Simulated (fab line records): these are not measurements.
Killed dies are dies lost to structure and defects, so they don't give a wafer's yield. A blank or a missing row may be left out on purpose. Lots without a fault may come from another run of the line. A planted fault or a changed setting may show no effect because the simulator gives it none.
Chamber matching || flow n5-finfet || rie-diel-06 running N5_BEOL_M0_SAQP_DESCUM_19: 3 sister chambers
The step chemistry O2, time 7.9 s. 6 wafers are shown with their chamber, then 5 later ones without.

WAFERS WITH THEIR CHAMBER
{"wafer": "L084.1", "chamber": 0, "drypump-motor-current-A (A)": 5.3, "throttle-valve-pct (%)": 20.73}
{"wafer": "L084.4", "chamber": 1, "drypump-motor-current-A (A)": 5.1, "throttle-valve-pct (%)": 20.18}
{"wafer": "L085.3", "chamber": 3, "drypump-motor-current-A (A)": 5.3, "throttle-valve-pct (%)": 20.57}
{"wafer": "L085.5", "chamber": 0, "drypump-motor-current-A (A)": 5.3, "throttle-valve-pct (%)": 20.74}
{"wafer": "L085.6", "chamber": 1, "drypump-motor-current-A (A)": 5.2, "throttle-valve-pct (%)": 20.19}
{"wafer": "L093.3", "chamber": 3, "drypump-motor-current-A (A)": 5.3, "throttle-valve-pct (%)": 20.58}

WAFERS WHOSE CHAMBER IS MISSING
{"wafer": "L093.4", "drypump-motor-current-A (A)": 5.3, "throttle-valve-pct (%)": 20.59}
{"wafer": "L093.5", "drypump-motor-current-A (A)": 5.3, "throttle-valve-pct (%)": 20.60}
{"wafer": "L095.5", "drypump-motor-current-A (A)": 5.4, "throttle-valve-pct (%)": 20.75}
{"wafer": "L096.1", "drypump-motor-current-A (A)": 5.4, "throttle-valve-pct (%)": 20.75}
{"wafer": "L096.3", "drypump-motor-current-A (A)": 5.2, "throttle-valve-pct (%)": 20.63}

EACH ONE'S CHAMBER
{"wafer": "L093.4", "from the rows above": 3, "in truth": 3}
{"wafer": "L093.5", "from the rows above": 3, "in truth": 3}
{"wafer": "L095.5", "from the rows above": 0, "in truth": 0}
{"wafer": "L096.1", "from the rows above": 0, "in truth": 0}
{"wafer": "L096.3", "from the rows above": 3, "in truth": 3}
Correctly placed: 5 of 5. From these rows, 0 cannot be placed. 0 placed wrongly.
How it was worked out, from the rows above alone: a wafer's distance from a chamber is the root of the sum, over the readings, of the square of ((its reading less the chamber's mean) divided by the reading's scatter). The wafer belongs to the nearest chamber; if the next one is less than 2 further off, it can't be placed. A chamber's mean is the mean of its shown wafers. How the scatter is found: for the shown wafers, subtract from each reading the mean of its chamber, square and add these, divide the total by (wafers less chambers), then take the root.
